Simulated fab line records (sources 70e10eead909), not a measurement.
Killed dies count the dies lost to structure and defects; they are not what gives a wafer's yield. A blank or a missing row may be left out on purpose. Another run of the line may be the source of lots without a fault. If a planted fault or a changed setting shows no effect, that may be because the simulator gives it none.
fab line records || flow nand-harc || part 2 of 2: steps 24 to 24 of 24
record {"lots": 6, "wafers": 18, "last-day": 24}
route steps=1159 shown P_M1@315 P_M2@318 END@1159
lots untouched by any fault: they come from a run of this same line in which no faults occurred
start-h: start of the lot's first displayed wafer, in hours after the record's first day || wait-h: how many hours have passed since the lot's step before this one || " identical to the entry in the row above || L1.1+2: several wafers, shown together as one row || - value missing, or start not given || * or withheld: withheld || < > ~ a bound
route shown NAME@n: names a module that has steps shown in the file, with the first one's number in the route || usual: mean/standard deviation taken from wafers without a fault || same: alike in all rows || chamber/n: place in a boat || sites: readings site by site || _std_site: standard deviation across them || _edge_site: inner sites' mean taken away from outer sites' mean || radius-mm: how far each site lies from the wafer's centre || mask NAME#n: copy n || behind: tool/chamber where the wafer was last shaped || hold: why the lot was held/for how many hours/how that ended || device: transistor that didn't switch, given as n, p or np || end of line: the tests these same wafers got at the end of their route || a step without rows: its recipe alone || killed: the dies lost at the first sort to structure and to defects; this is not the yield of the wafer || map: per-die view of a wafer (x killed, . not killed, _ where there is no die)
set.NAME: the run value of the setting; set.NAME@STEP: its run value at that earlier step || model.NAME: the simulator's own value behind a step, which no gauge read
lots seen at some steps along the route; tables by step, rows by wafer
services: the hour from which a tool's chamber was out of use, counted from the record's first day as start-h (under 0 if before that day), plus the number of hours and why
## steps
# step NHARC_END_SORT_01
# recipe {"temp-c": 25}
# usual {"defect-limited-yield": "95.6/1.4", "killed-at-array": "26/9", "killed-at-other": "0.8/1.2", "killed-at-periphery": "3.2/2.3", "killed-dies": "30/9.1", "killed-open": "3.5/2", "killed-short": "1.8/1.4", "sort_bin_2_pct": "1.4/0.59", "sort_bin_3_pct": "0.25/0.22", "sort_bin_4_pct": "2.8/0.91", "sort-n-pass": "647/9.1", "sort-rim-yield-pct": "95.4/3", "sort-yield-pct": "95.6/1.4"}
# same {"gross-dies": 677, "sort_bin_5_pct[%]": 0, "sort_bin_6_pct[%]": 0, "sort_bin_7_pct[%]": 0, "sort_bin_8_pct[%]": 0, "sort-rim-n-gross": 106.00}
{"lot.wafer": "L704.2", "tool": "prober-02", "chamber": 0, "start-h": 445.38, "wait-h": 2.8, "hold": "-", "defect-limited-yield[%]": 92.6, "killed-at-array": 44, "killed-at-other": 1, "killed-at-periphery": 5, "killed-dies": 50, "killed-open": 2, "killed-short": 3, "sort_bin_2_pct[%]": 2.8, "sort_bin_3_pct[%]": 0.30, "sort_bin_4_pct[%]": 4.3, "sort-n-pass": 627, "sort-rim-yield-pct[%]": 92.5, "sort-yield-pct[%]": 92.6}
{"lot.wafer": "L704.4", "tool": "prober-02", "chamber": 0, "start-h": 446.98, "wait-h": 3.4, "hold": "-", "defect-limited-yield[%]": 94.5, "killed-at-array": 30, "killed-at-other": 2, "killed-at-periphery": 5, "killed-dies": 37, "killed-open": 3, "killed-short": 2, "sort_bin_2_pct[%]": 1.0, "sort_bin_3_pct[%]": 0.59, "sort_bin_4_pct[%]": 3.8, "sort-n-pass": 640, "sort-rim-yield-pct[%]": 95.3, "sort-yield-pct[%]": 94.5}
{"lot.wafer": "L704.5", "tool": "prober-02", "chamber": 0, "start-h": 447.78, "wait-h": 3.7, "hold": "-", "defect-limited-yield[%]": 94.2, "killed-at-array": 35, "killed-at-other": 1, "killed-at-periphery": 3, "killed-dies": 39, "killed-open": 4, "killed-short": 1, "sort_bin_2_pct[%]": 1.8, "sort_bin_3_pct[%]": 0.15, "sort_bin_4_pct[%]": 3.8, "sort-n-pass": 638, "sort-rim-yield-pct[%]": 95.3, "sort-yield-pct[%]": 94.2}
{"lot.wafer": "L708.1", "tool": "prober-01", "chamber": 0, "start-h": 470.57, "wait-h": 2.5, "hold": "-", "defect-limited-yield[%]": 95.9, "killed-at-array": 23, "killed-at-other": 3, "killed-at-periphery": 2, "killed-dies": 28, "killed-open": 3, "killed-short": 1, "sort_bin_2_pct[%]": 1.9, "sort_bin_3_pct[%]": 0, "sort_bin_4_pct[%]": 2.2, "sort-n-pass": 649, "sort-rim-yield-pct[%]": 96.2, "sort-yield-pct[%]": 95.9}
{"lot.wafer": "L708.4", "tool": "prober-01", "chamber": 0, "start-h": 472.97, "wait-h": 3.4, "hold": "-", "defect-limited-yield[%]": 96.3, "killed-at-array": 23, "killed-at-other": 1, "killed-at-periphery": 1, "killed-dies": 25, "killed-open": 4, "killed-short": 1, "sort_bin_2_pct[%]": 1.2, "sort_bin_3_pct[%]": 0.44, "sort_bin_4_pct[%]": 2.1, "sort-n-pass": 652, "sort-rim-yield-pct[%]": 97.2, "sort-yield-pct[%]": 96.3}
{"lot.wafer": "L708.5", "tool": "prober-01", "chamber": 0, "start-h": 473.77, "wait-h": 3.7, "hold": "-", "defect-limited-yield[%]": 96.0, "killed-at-array": 25, "killed-at-other": 1, "killed-at-periphery": 1, "killed-dies": 27, "killed-open": 2, "killed-short": 2, "sort_bin_2_pct[%]": 1.5, "sort_bin_3_pct[%]": 0.15, "sort_bin_4_pct[%]": 2.4, "sort-n-pass": 650, "sort-rim-yield-pct[%]": 100.0, "sort-yield-pct[%]": 96.0}
{"lot.wafer": "L714.2", "tool": "prober-02", "chamber": 0, "start-h": 492.17, "wait-h": 2.8, "hold": "-", "defect-limited-yield[%]": 96.5, "killed-at-array": 23, "killed-at-other": 0, "killed-at-periphery": 1, "killed-dies": 24, "killed-open": 4, "killed-short": 0, "sort_bin_2_pct[%]": 0.9, "sort_bin_3_pct[%]": 0.15, "sort_bin_4_pct[%]": 2.5, "sort-n-pass": 653, "sort-rim-yield-pct[%]": 98.1, "sort-yield-pct[%]": 96.5}
{"lot.wafer": "L714.4", "tool": "prober-02", "chamber": 0, "start-h": 493.77, "wait-h": 3.4, "hold": "-", "defect-limited-yield[%]": 95.6, "killed-at-array": 27, "killed-at-other": 0, "killed-at-periphery": 3, "killed-dies": 30, "killed-open": 2, "killed-short": 2, "sort_bin_2_pct[%]": 1.0, "sort_bin_3_pct[%]": 0.44, "sort_bin_4_pct[%]": 3.0, "sort-n-pass": 647, "sort-rim-yield-pct[%]": 95.3, "sort-yield-pct[%]": 95.6}
{"lot.wafer": "L714.5", "tool": "prober-02", "chamber": 0, "start-h": 494.58, "wait-h": 3.7, "hold": "-", "defect-limited-yield[%]": 96.0, "killed-at-array": 25, "killed-at-other": 1, "killed-at-periphery": 1, "killed-dies": 27, "killed-open": 0, "killed-short": 0, "sort_bin_2_pct[%]": 1.5, "sort_bin_3_pct[%]": 0.15, "sort_bin_4_pct[%]": 2.4, "sort-n-pass": 650, "sort-rim-yield-pct[%]": 99.1, "sort-yield-pct[%]": 96.0}
{"lot.wafer": "L713.3", "tool": "prober-01", "chamber": 0, "start-h": 492.90, "wait-h": 3.1, "hold": "-", "defect-limited-yield[%]": 96.3, "killed-at-array": 21, "killed-at-other": 2, "killed-at-periphery": 2, "killed-dies": 25, "killed-open": 3, "killed-short": 4, "sort_bin_2_pct[%]": 0.7, "sort_bin_3_pct[%]": 0.30, "sort_bin_4_pct[%]": 2.7, "sort-n-pass": 652, "sort-rim-yield-pct[%]": 93.4, "sort-yield-pct[%]": 96.3}
{"lot.wafer": "L713.4", "tool": "prober-01", "chamber": 0, "start-h": 493.71, "wait-h": 3.4, "hold": "-", "defect-limited-yield[%]": 96.0, "killed-at-array": 25, "killed-at-other": 1, "killed-at-periphery": 1, "killed-dies": 27, "killed-open": 5, "killed-short": 1, "sort_bin_2_pct[%]": 1.3, "sort_bin_3_pct[%]": 0.30, "sort_bin_4_pct[%]": 2.4, "sort-n-pass": 650, "sort-rim-yield-pct[%]": 96.2, "sort-yield-pct[%]": 96.0}
{"lot.wafer": "L713.5", "tool": "prober-01", "chamber": 0, "start-h": 494.51, "wait-h": 3.7, "hold": "-", "defect-limited-yield[%]": 96.6, "killed-at-array": 20, "killed-at-other": 0, "killed-at-periphery": 3, "killed-dies": 23, "killed-open": 3, "killed-short": 2, "sort_bin_2_pct[%]": 0.9, "sort_bin_3_pct[%]": 0.15, "sort_bin_4_pct[%]": 2.4, "sort-n-pass": 654, "sort-rim-yield-pct[%]": 91.5, "sort-yield-pct[%]": 96.6}
{"lot.wafer": "L716.2", "tool": "prober-01", "chamber": 0, "start-h": 536.84, "wait-h": 2.8, "hold": "await-dispo/2.9h/release", "defect-limited-yield[%]": 93.8, "killed-at-array": 40, "killed-at-other": 0, "killed-at-periphery": 2, "killed-dies": 42, "killed-open": 4, "killed-short": 1, "sort_bin_2_pct[%]": 1.3, "sort_bin_3_pct[%]": 0.15, "sort_bin_4_pct[%]": 4.7, "sort-n-pass": 635, "sort-rim-yield-pct[%]": 93.4, "sort-yield-pct[%]": 93.8}
{"lot.wafer": "L716.6", "tool": "prober-01", "chamber": 0, "start-h": 540.05, "wait-h": 4.0, "hold": "await-dispo/2.9h/release", "defect-limited-yield[%]": 94.8, "killed-at-array": 34, "killed-at-other": 0, "killed-at-periphery": 1, "killed-dies": 35, "killed-open": 2, "killed-short": 4, "sort_bin_2_pct[%]": 0.6, "sort_bin_3_pct[%]": 0.30, "sort_bin_4_pct[%]": 4.3, "sort-n-pass": 642, "sort-rim-yield-pct[%]": 96.2, "sort-yield-pct[%]": 94.8}
# killed by level:class
L704.2 A_CHANNEL_HOLE_D1:chamber-film-flake=13 A_STAIRCASE:chamber-film-flake=13 A_SLIT:chamber-film-flake=10 A_CONTACT:chamber-film-flake=4 P_M2:chamber-film-flake=2 A_WL_FILL:chamber-film-flake=2 P_GATE:geometric-particle:open=1 P_GATE:geometric-particle:short=1
L704.4 A_CHANNEL_HOLE_D1:chamber-film-flake=13 A_CONTACT:chamber-film-flake=5 P_STI:chamber-film-flake=4 A_SLIT:chamber-film-flake=4 A_STAIRCASE:chamber-film-flake=2 A_WL_FILL:chamber-film-flake=2 THIN_TSV:chamber-film-flake=2 P_GATE:geometric-particle:open=1
L704.5 A_CHANNEL_HOLE_D1:chamber-film-flake=12 A_STAIRCASE:chamber-film-flake=8 A_SLIT:chamber-film-flake=8 A_CONTACT:chamber-film-flake=3 P_CONTACT:geometric-particle:open=2 A_M0:geometric-particle:open=2 A_SOURCE_PLATE:geometric-particle:short=1 P_M2:chamber-film-flake=1
L708.1 A_CHANNEL_HOLE_D1:chamber-film-flake=15 THIN_TSV:chamber-film-flake=3 A_CHANNEL_FILL_D1:chamber-film-flake=2 A_WL_FILL:chamber-film-flake=2 P_M0:geometric-particle:open=1 A_SGD_CUT:geometric-particle:short=1 A_CONTACT:geometric-particle:open=1 A_M0:geometric-particle:open=1
L708.4 A_CHANNEL_HOLE_D1:chamber-film-flake=12 A_ONON_D1:geometric-particle:open=2 A_CONTACT:geometric-particle:open=2 A_SLIT:chamber-film-flake=2 A_WL_FILL:chamber-film-flake=2 A_WL_FILL:geometric-particle:short=1 P_CONTACT:chamber-film-flake=1 A_STAIRCASE:chamber-film-flake=1
L708.5 A_CHANNEL_HOLE_D1:chamber-film-flake=14 A_STAIRCASE:chamber-film-flake=2 A_SLIT:chamber-film-flake=2 A_CONTACT:chamber-film-flake=2 P_CONTACT:geometric-particle:open=1 A_SOURCE_PLATE:geometric-particle:short=1 A_CONTACT:geometric-particle:open=1 A_BLC:geometric-particle:short=1
L714.2 A_CHANNEL_HOLE_D1:chamber-film-flake=14 A_CHANNEL_FILL_D1:chamber-film-flake=3 A_SOURCE_PLATE:geometric-particle:open=1 A_ONON_D1:geometric-particle:open=1 A_SGD_CUT:geometric-particle:open=1 A_CONTACT:geometric-particle:open=1 P_ZERO_WELL:chamber-film-flake=1 A_WL_FILL:chamber-film-flake=1
L713.3 A_SLIT:chamber-film-flake=7 A_CONTACT:chamber-film-flake=4 A_CHANNEL_HOLE_D1:chamber-film-flake=3 A_ONON_D1:geometric-particle:short=2 A_STAIRCASE:chamber-film-flake=2 P_GATE:geometric-particle:short=1 P_M1:geometric-particle:open=1 A_ONON_D1:geometric-particle:open=1
L713.4 A_SLIT:chamber-film-flake=9 A_CHANNEL_HOLE_D1:chamber-film-flake=5 A_CHANNEL_FILL_D1:chamber-film-flake=3 A_CONTACT:chamber-film-flake=3 A_CONTACT:geometric-particle:open=2 P_M0:geometric-particle:open=1 A_BLC:geometric-particle:open=1 A_BLC:geometric-particle:short=1
L714.4 A_CHANNEL_HOLE_D1:chamber-film-flake=14 A_CONTACT:chamber-film-flake=6 A_STAIRCASE:chamber-film-flake=2 P_M1:geometric-particle:short=1 P_M2:geometric-particle:open=1 A_SOURCE_PLATE:geometric-particle:open=1 A_ONON_D1:geometric-particle:short=1 P_ZERO_WELL:chamber-film-flake=1
L713.5 A_SLIT:chamber-film-flake=8 A_CONTACT:chamber-film-flake=4 A_CHANNEL_HOLE_D1:chamber-film-flake=3 P_GATE:geometric-particle:open=1 P_CONTACT:geometric-particle:open=1 P_M0:geometric-particle:open=1 A_CHANNEL_HOLE_D1:geometric-particle:short=1 A_WL_FILL:geometric-particle:short=1
L714.5 A_CHANNEL_HOLE_D1:chamber-film-flake=18 A_CONTACT:chamber-film-flake=4 A_STAIRCASE:chamber-film-flake=2 P_ZERO_WELL:chamber-film-flake=1 A_ZERO_WELL:chamber-film-flake=1 THIN_TSV:chamber-film-flake=1
L716.2 A_CHANNEL_HOLE_D1:chamber-film-flake=16 A_SLIT:chamber-film-flake=9 A_CONTACT:chamber-film-flake=9 A_ONON_D1:geometric-particle:open=2 A_STAIRCASE:chamber-film-flake=2 P_CONTACT:geometric-particle:open=1 A_CONTACT:geometric-particle:open=1 A_CONTACT:geometric-particle:short=1
L716.6 A_CHANNEL_HOLE_D1:chamber-film-flake=12 A_SLIT:chamber-film-flake=12 A_CONTACT:chamber-film-flake=5 P_CONTACT:geometric-particle:short=1 A_ONON_D1:geometric-particle:short=1 A_SGD_CUT:geometric-particle:open=1 A_WL_FILL:geometric-particle:short=1 A_CONTACT:geometric-particle:open=1
## services
{"tool": "rie-diel-09", "chamber": 0, "start-h": 110.60, "hours": "-", "kind": "clean"}
{"tool": "rie-diel-09", "chamber": 1, "start-h": 110.60, "hours": "-", "kind": "clean"}
{"tool": "rie-diel-09", "chamber": 2, "start-h": 110.60, "hours": "-", "kind": "clean"}
{"tool": "rie-diel-09", "chamber": 3, "start-h": 110.60, "hours": "-", "kind": "clean"}
{"tool": "pecvd-03", "chamber": "-", "start-h": 111.00, "hours": 13.0, "kind": "pm"}
{"tool": "rie-diel-02", "chamber": 3, "start-h": 112.53, "hours": 7.5, "kind": "repair"}
{"tool": "litho-track-06", "chamber": "-", "start-h": 117.00, "hours": 7.0, "kind": "pm"}
{"tool": "rie-diel-09", "chamber": 2, "start-h": 127.21, "hours": 3.8, "kind": "repair"}
{"tool": "rie-diel-09", "chamber": 0, "start-h": 135.10, "hours": "-", "kind": "clean"}
{"tool": "rie-diel-09", "chamber": 1, "start-h": 135.10, "hours": "-", "kind": "clean"}
{"tool": "rie-diel-05", "chamber": 2, "start-h": 138.57, "hours": 1.3, "kind": "repair"}
{"tool": "litho-track-04", "chamber": "-", "start-h": 141.00, "hours": 7.0, "kind": "pm"}
{"tool": "rie-diel-02", "chamber": "-", "start-h": 150.74, "hours": 9.0, "kind": "pm"}
{"tool": "pecvd-02", "chamber": "-", "start-h": 153.27, "hours": 13.0, "kind": "pm"}
{"tool": "pecvd-03", "chamber": "-", "start-h": 161.67, "hours": 3.3, "kind": "repair"}
{"tool": "rie-diel-05", "chamber": "-", "start-h": 163.60, "hours": 9.0, "kind": "pm"}
{"tool": "rie-diel-02", "chamber": 1, "start-h": 175.79, "hours": 11.4, "kind": "repair"}
{"tool": "rie-diel-02", "chamber": 2, "start-h": 179.03, "hours": 4.7, "kind": "repair"}
{"tool": "pecvd-04", "chamber": "-", "start-h": 179.92, "hours": 1.1, "kind": "repair"}
{"tool": "pecvd-02", "chamber": "-", "start-h": 190.50, "hours": 2.5, "kind": "repair"}
{"tool": "rie-diel-09", "chamber": "-", "start-h": 194.31, "hours": 1.1, "kind": "repair"}
{"tool": "pecvd-04", "chamber": "-", "start-h": 195.32, "hours": 13.0, "kind": "pm"}
{"tool": "rie-diel-09", "chamber": "-", "start-h": 196.40, "hours": 1.0, "kind": "repair"}
{"tool": "pecvd-02", "chamber": "-", "start-h": 233.78, "hours": 0.5, "kind": "repair"}
